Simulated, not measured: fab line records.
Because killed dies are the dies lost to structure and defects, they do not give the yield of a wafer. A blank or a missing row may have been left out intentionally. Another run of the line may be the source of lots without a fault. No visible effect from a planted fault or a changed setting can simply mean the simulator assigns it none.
fab line records	flow n5-finfet
record: lots: 11	wafers: 33	last-day: 17
route steps=1938 shown BEOL_M14@1772 BEOL_M15@1779 PASSIVATION@1936
lots that met no fault: taken from a fault-free run of the same line
start-h: start of the lot's first displayed wafer, in hours after the record's first day	wait-h: how many hours have passed since the lot's step before this one	" unchanged from the row above	L1.1+2: a row that stands for several wafers	- value missing, or start not given	* or withheld: withheld	< > ~ a bound
route shown NAME@n: names a module that has steps shown in the file, with the first one's number in the route	usual: the fault-free wafers' mean and standard deviation	same: alike in all rows	chamber/n: place in a boat	sites: each site's reading	_std_site: their standard deviation	_edge_site: the outer-site mean with the inner-site mean subtracted	radius-mm: how far each site lies from the wafer's centre	mask NAME#n: copy n	behind: the tool/chamber that last shaped the wafer	hold: cause of the lot's hold/its duration in hours/its outcome	device: the transistor (n, p or np) that didn't switch	end of line: the route-end tests of the same wafers	step lacking rows: just its recipe	killed: dies that structure and defects cost at the first sort, which is not the same as the wafer's yield	map: shows each die of a wafer: x if killed, . if not, _ if none is there
set.NAME: the setting the step ran with; set.NAME@STEP: the setting that earlier step ran with	model.NAME: the simulator's own value behind a step, which no gauge read
route steps across a sampled set of lots; one table per step, one row per wafer
services: the hour from which a tool's chamber was out of use, counted from the record's first day as start-h (under 0 if before that day), plus the number of hours and why
== steps ==
step: N5_BEOL_M14_INSPECT_55
recipe: inspect-instrument: darkfield	mode: post-dep
usual: raw-defect-count: 66/20
lot.wafer	tool	chamber	start-h	wait-h	raw-defect-count
L373.1	defect-inspect-02	-	256.32	1.0	61
L373.2	"	-	"	"	80
L373.5	"	-	"	"	69
L371.2	defect-inspect-02	-	256.76	0.0	41
L371.3	"	-	"	"	36
L371.5	"	-	"	"	32
L372.2	defect-inspect-01	-	262.62	0.0	51
L372.3	"	-	"	"	44
L372.4	"	-	"	"	69
L374.1	defect-inspect-02	-	276.77	0.0	94
L374.2	"	-	"	"	64
L374.3	"	-	"	"	54
L375.2	defect-inspect-02	-	277.08	0.0	98
L375.3	"	-	"	"	78
L375.6	"	-	"	"	62
L376.1	defect-inspect-01	-	285.70	0.0	87
L376.4	"	-	"	"	75
L376.5	"	-	"	"	109
L380.1	defect-inspect-01	-	304.33	0.0	59
L380.2	"	-	"	"	61
L380.6	"	-	"	"	63
L384.3	defect-inspect-01	-	339.39	0.0	76
L384.4	"	-	"	"	63
L384.5	"	-	"	"	100
L392.1	defect-inspect-02	-	374.68	0.0	81
L392.3	"	-	"	"	69
L392.6	"	-	"	"	60
L390.1	defect-inspect-01	-	375.65	0.0	42
L390.2	"	-	"	"	51
L390.5	"	-	"	"	55
L393.2	defect-inspect-02	-	389.11	0.0	87
L393.5	"	-	"	"	62
L393.6	"	-	"	"	45
step: N5_BEOL_M15_EXPOSE_07
recipe: mask-id: V14	na: 0.8	source-shape: annular	sigma-inner: 0.5	sigma-outer: 0.8	polarization: unpolarized	attpsm-phase-deg: 180	dose-mj: 41.25
same: sigma-inner: 0.5	sigma-outer: 0.8
lot.wafer	tool	chamber	start-h	wait-h	mask
L373.1+2+5	krf-scanner-01	0	256.87	-	V14#0
L371.2+3+5	krf-scanner-01	0	257.19	-	V14#0
L372.2+3+4	krf-scanner-02	0	263.17	-	V14#0
L374.1+2+3	krf-scanner-02	0	277.19	-	V14#0
L375.2+3+6	krf-scanner-02	0	277.50	-	V14#0
L376.1+4+5	krf-scanner-01	0	286.24	-	V14#0
L380.1+2+6	krf-scanner-02	0	304.86	-	V14#0
L384.3+4+5	krf-scanner-02	0	339.98	-	V14#0
L392.1+3+6	krf-scanner-01	0	375.22	-	V14#0
L390.1+2+5	krf-scanner-01	0	376.07	-	V14#0
L393.2+5+6	krf-scanner-01	0	389.53	-	V14#0
step: N5_BEOL_M15_CD_MEAS_10
recipe: target-cd-nm: 360	landing-energy-ev: 500	detector: se-inlens	polarity: opening
usual: cd-nm: 360.7/1.7
lot.wafer	tool	chamber	start-h	wait-h	cd-nm
L373.1	cd-sem-03	0	257.04	-	363.9
L373.2	"	0	"	"	362.9
L373.5	"	0	"	"	361.9
L371.2	cd-sem-03	0	257.35	-	363.8
L371.3	"	0	"	"	361.8
L371.5	"	0	"	"	361.6
L372.2	cd-sem-01	0	263.34	-	361.3
L372.3	"	0	"	"	361.6
L372.4	"	0	"	"	358.9
L374.1	cd-sem-01	0	277.36	-	361.5
L374.2	"	0	"	"	361.7
L374.3	"	0	"	"	362.5
L375.2	cd-sem-02	0	277.67	-	362.7
L375.3	"	0	"	"	359.7
L375.6	"	0	"	"	358.3
L376.1	cd-sem-03	0	286.41	-	357.0
L376.4	"	0	"	"	358.6
L376.5	"	0	"	"	360.5
L380.1	cd-sem-01	0	305.03	-	360.7
L380.2	"	0	"	"	359.3
L380.6	"	0	"	"	357.9
L384.3	cd-sem-02	0	340.15	-	360.0
L384.4	"	0	"	"	360.1
L384.5	"	0	"	"	360.8
L392.1	cd-sem-03	0	375.39	-	360.8
L392.3	"	0	"	"	358.2
L392.6	"	0	"	"	357.6
L390.1	cd-sem-02	0	376.24	-	359.2
L390.2	"	0	"	"	358.3
L390.5	"	0	"	"	359.9
L393.2	cd-sem-02	0	389.70	-	361.5
L393.5	"	0	"	"	362.0
L393.6	"	0	"	"	360.8
step: N5_BEOL_M15_OVL_MEAS_11
recipe: points-per-wafer: 44
usual: V14_OVL: 2/5.5
lot.wafer	tool	chamber	start-h	wait-h	V14_OVL[nm]
L373.1	overlay-01	0	257.07	0.0	4
L373.2	"	0	"	"	1
L373.5	"	0	"	"	12
L371.2	overlay-01	0	257.38	0.0	11
L371.3	"	0	"	"	10
L371.5	"	0	"	"	8
L372.2	overlay-01	0	263.37	0.0	-4
L372.3	"	0	"	"	3
L372.4	"	0	"	"	3
L374.1	overlay-02	0	277.39	0.0	-2
L374.2	"	0	"	"	-8
L374.3	"	0	"	"	-4
L375.2	overlay-02	0	277.70	0.0	7
L375.3	"	0	"	"	5
L375.6	"	0	"	"	7
L376.1	overlay-01	0	286.44	0.0	-4
L376.4	"	0	"	"	0
L376.5	"	0	"	"	4
L380.1	overlay-02	0	305.06	0.0	66
L380.2	"	0	"	"	62
L380.6	"	0	"	"	60
L384.3	overlay-01	0	340.17	0.0	68
L384.4	"	0	"	"	67
L384.5	"	0	"	"	71
L392.1	overlay-01	0	375.42	0.0	-6
L392.3	"	0	"	"	0
L392.6	"	0	"	"	-3
L390.1	overlay-02	0	376.27	0.0	10
L390.2	"	0	"	"	12
L390.5	"	0	"	"	7
L393.2	overlay-02	0	389.73	0.0	6
L393.5	"	0	"	"	10
L393.6	"	0	"	"	6
step: N5_BEOL_M15_STRIP_63
recipe: chemistry: O2	power-w: 600	temp-c: 60	pressure-mtorr: 30	rf-frequency-hz: 6e+07	bias-power-w: 0	overash-fraction: 0.3	o2-flow-sccm: 225
usual: drypump-motor-current-A: 5.7/0.39	oes-product-au: 0.79/0.064	rf-vpp-V: 3.8/0.74	showerhead-plenum-p-Torr: 2.12/0.075	throttle-valve-pct: 16.68/0.19
same: bias-power-w: 0
lot.wafer	tool	chamber	start-h	wait-h	drypump-motor-current-A	oes-product-au	rf-hours-counter-h	rf-vpp-V	showerhead-plenum-p-Torr	throttle-valve-pct
L373.1	rie-diel-05	0	-	-	5.9	0.89	32	3.9	2.15	16.65
L373.2	"	1	"	"	6.2	0.77	132	5.2	2.02	16.78
L373.5	"	3	"	"	6.2	0.71	-	2.5	2.14	16.72
L371.2	rie-diel-01	0	-	-	6.1	0.72	207	3.5	2.17	16.71
L371.3	"	1	"	"	6.3	0.82	91	3.2	2.02	16.32
L371.5	"	1	"	"	6.3	0.81	-	2.8	2.02	16.37
L372.2	rie-diel-05	1	-	-	6.1	0.77	134	3.3	2.02	16.80
L372.3	"	3	"	"	6.2	0.71	248	4.1	2.13	16.71
L372.4	"	0	"	"	5.9	0.90	34	2.4	2.15	16.65
L374.1	rie-diel-04	1	-	-	5.8	0.82	81	3.1	2.21	16.70
L374.2	"	2	"	"	5.6	0.88	36	4.9	2.22	16.30
L374.3	"	0	"	"	5.1	0.73	187	2.9	2.08	16.67
L375.2	rie-diel-04	1	-	-	5.8	0.82	81	4.2	2.21	16.73
L375.3	"	3	"	"	5.7	0.88	30	3.4	2.25	16.54
L375.6	"	0	"	"	5.1	0.74	-	2.9	2.08	16.64
L376.1	rie-diel-05	2	-	-	5.3	0.77	140	3.4	2.10	16.92
L376.4	"	2	"	"	5.3	0.77	-	3.5	2.10	16.91
L376.5	"	1	"	"	6.1	0.76	-	4.2	2.02	16.83
L380.1	rie-diel-04	1	-	-	5.9	0.81	89	2.8	2.21	16.70
L380.2	"	2	"	"	5.6	0.87	44	4.4	2.22	16.34
L380.6	"	2	"	"	5.6	0.86	-	5.2	2.22	16.37
L384.3	rie-diel-04	0	-	-	5.1	0.72	205	4.2	2.07	16.69
L384.4	"	1	"	"	5.8	0.80	100	3.4	2.20	16.73
L384.5	"	0	"	"	5.1	0.71	-	3.3	2.07	16.67
L392.1	rie-diel-04	1	-	-	5.8	0.79	112	4.6	2.20	16.75
L392.3	"	0	"	"	5.1	0.72	213	3.4	2.07	16.68
L392.6	"	0	"	"	5.2	0.72	-	2.9	2.07	16.70
L390.1	rie-diel-05	1	-	-	6.1	0.73	171	4.3	2.01	16.85
L390.2	"	2	"	"	5.3	0.75	170	5.0	2.09	16.96
L390.5	"	2	"	"	5.3	0.74	-	3.1	2.09	16.96
L393.2	rie-diel-01	1	-	-	6.3	0.78	133	4.7	2.01	16.43
L393.5	"	3	"	"	6.0	0.72	-	3.3	2.07	16.69
L393.6	"	2	"	"	5.1	0.75	-	5.2	2.02	16.91
step: N5_PASSIVATION_PROBE_49
usual: defect-limited-yield: 91.4/1.5	killed_at_M0_to_M3: 34/12	killed_at_M4_up: 12/4.9	killed-at-contacts: 13/7.2	killed-at-front-end: 39/12	killed-at-other: 3.7/2.9	killed-dies: 101/18	killed-open: 67/14	killed-short: 33/7.2	sort_bin_5_function: 5.1/0.97	sort_bin_6_memory: 3.2/0.67	sort-n-pass: 1079/17	sort-yield-pct: 91.4/1.5
same: gross-dies: 1180	killed-at-back-side: 0	sort_bin_4_leakage[%]: 0	sort_bin_8_speed[%]: 0
lot.wafer	tool	chamber	start-h	wait-h	defect-limited-yield[%]	killed_at_M0_to_M3	killed_at_M4_up	killed-at-contacts	killed-at-front-end	killed-at-other	killed-dies	killed-open	killed-short	sort_bin_5_function[%]	sort_bin_6_memory[%]	sort-n-pass	sort-yield-pct[%]
L373.1	prober-01	-	277.49	0.0	92.3	30	8	9	43	1	91	65	26	3.9	3.5	1089	92.3
L373.2	prober-01	-	277.54	0.1	90.3	50	12	4	45	3	114	61	45	5.1	3.9	1066	90.3
L373.5	prober-01	-	277.69	0.2	92.5	43	5	6	33	1	88	51	34	4.2	2.7	1092	92.5
L392.1	prober-01	-	398.14	0.1	89.1	33	14	21	61	0	129	83	45	7.0	3.6	1051	89.1
L392.3	prober-01	-	398.24	0.2	89.2	44	7	9	67	1	128	84	43	5.9	4.3	1052	89.2
L392.6	prober-01	-	398.39	0.4	87.9	31	23	25	63	1	143	102	40	6.9	4.7	1037	87.9
L393.2	prober-01	-	411.00	0.1	91.3	26	9	21	42	5	103	67	36	4.9	3.6	1077	91.3
L393.5	prober-01	-	411.15	0.2	91.3	33	6	28	30	6	103	67	35	5.2	3.1	1077	91.3
L393.6	prober-01	-	411.20	0.3	90.0	30	11	35	39	3	118	86	32	6.2	3.6	1062	90.0
killed by level:class
L373.1 BEOL_M0_SAQP:geometric-particle:open=12 FIN_SAQP:geometric-particle:open=9 STI_FIN_REVEAL:geometric-particle:open=8 MOL_CONTACT_COAG:geometric-particle:open=8 BEOL_M2:geometric-particle:open=8 STARTING-WAFER:geometric-particle:short=6 FIN_SAQP:geometric-particle:short=5 GATE_CUT:geometric-particle:open=4
L373.2 FIN_SAQP:geometric-particle:short=15 BEOL_M2:geometric-particle:open=11 BEOL_M3:geometric-particle:open=10 BEOL_M0_SAQP:geometric-particle:open=8 GATE_CUT:geometric-particle:short=7 BEOL_M0_SAQP:geometric-particle:short=6 BEOL_M4:geometric-particle:open=6 HKMG_FIN:area-etch=6
L373.5 BEOL_M2:geometric-particle:open=14 BEOL_M0_SAQP:geometric-particle:short=7 BEOL_M1:geometric-particle:open=7 FIN_SAQP:geometric-particle:short=6 STI_FIN_REVEAL:geometric-particle:open=5 MOL_CONTACT_COAG:geometric-particle:open=5 STARTING-WAFER:geometric-particle:open=5 GATE_CUT:geometric-particle:short=4
L392.1 FIN_SAQP:geometric-particle:short=15 MOL_CONTACT_COAG:geometric-particle:open=14 STI_FIN_REVEAL:geometric-particle:open=13 FIN_SAQP:geometric-particle:open=10 BEOL_M1:geometric-particle:open=8 MOL_CONTACT_COAG:geometric-particle:short=7 BEOL_M3:geometric-particle:open=7 BEOL_M4:geometric-particle:open=7
L392.3 FIN_SAQP:geometric-particle:short=17 FIN_SAQP:geometric-particle:open=17 BEOL_M1:geometric-particle:open=16 BEOL_M0_SAQP:geometric-particle:open=9 MOL_CONTACT_COAG:geometric-particle:open=8 BEOL_M2:geometric-particle:open=6 DUMMY_GATE:geometric-particle:open=5 GATE_CUT:geometric-particle:short=5
L392.6 MOL_CONTACT_COAG:geometric-particle:open=23 FIN_SAQP:geometric-particle:short=16 STI_FIN_REVEAL:geometric-particle:open=16 FIN_SAQP:geometric-particle:open=12 BEOL_M2:geometric-particle:open=8 BEOL_M4:geometric-particle:open=8 STARTING-WAFER:geometric-particle:open=6 BEOL_M0_SAQP:geometric-particle:open=5
L393.2 STI_FIN_REVEAL:geometric-particle:open=17 MOL_CONTACT_COAG:geometric-particle:open=17 BEOL_M0_SAQP:geometric-particle:short=9 BEOL_M3:geometric-particle:open=8 STARTING-WAFER:geometric-particle:short=6 FIN_SAQP:geometric-particle:open=5 MOL_CONTACT_COAG:geometric-particle:short=4 BEOL_M1:geometric-particle:short=4
L393.5 MOL_CONTACT_COAG:geometric-particle:open=19 BEOL_M1:geometric-particle:open=12 MOL_CONTACT_COAG:geometric-particle:short=9 STI_FIN_REVEAL:geometric-particle:open=7 BEOL_M0_SAQP:geometric-particle:short=6 GATE_CUT:geometric-particle:short=5 BEOL_M3:geometric-particle:open=5 BEOL_M2:geometric-particle:open=5
L393.6 MOL_CONTACT_COAG:geometric-particle:open=28 STI_FIN_REVEAL:geometric-particle:open=11 BEOL_M3:geometric-particle:open=9 MOL_CONTACT_COAG:geometric-particle:short=7 BEOL_M2:geometric-particle:open=7 DUMMY_GATE:geometric-particle:open=6 GATE_CUT:geometric-particle:short=5 BEOL_M0_SAQP:geometric-particle:short=5
== services ==
tool	chamber	start-h	hours	kind
rie-diel-04	2	233.69	4.1	repair
krf-scanner-02	-	251.17	0.8	pm
rie-diel-04	2	252.40	19.3	repair
krf-scanner-01	0	253.08	-	calibration
krf-scanner-02	-	269.56	5.0	repair
rie-diel-05	3	276.30	-	clean
rie-diel-05	3	276.30	-	consumable-replace:focus-ring
rie-diel-05	3	276.30	31.9	scheduled-down
rie-diel-05	3	276.30	31.9	vent-cycle
krf-scanner-01	-	287.26	1.0	pm
krf-scanner-02	-	297.06	1.1	repair
krf-scanner-02	-	298.70	1.0	pm
rie-diel-01	2	332.04	7.0	repair
krf-scanner-02	-	338.26	1.3	pm
krf-scanner-01	-	339.56	4.4	pm
rie-diel-04	0	346.38	11.2	repair
rie-diel-04	3	371.15	9.9	repair
rie-diel-01	2	377.93	5.7	repair
== key ==
first-sign: step: N5_BEOL_M15_OVL_MEAS_11	reading: V14_OVL	direction: up	sigmas: 12	usual: 2	struck: 66
effect none on later readings
met-at N5_BEOL_M15_EXPOSE_07
struck-lots L380,L384
not-acting-at N5_BEOL_M14_INSPECT_55,N5_BEOL_M15_CD_MEAS_10,N5_BEOL_M15_STRIP_63
onset-between 277.50 304.86
fault: kind: scanner-matching-overlay	tool: krf-scanner-02	chamber: -	onset-h: 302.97	steps: N5_BEOL_M15_EXPOSE_07	offset: 65.217
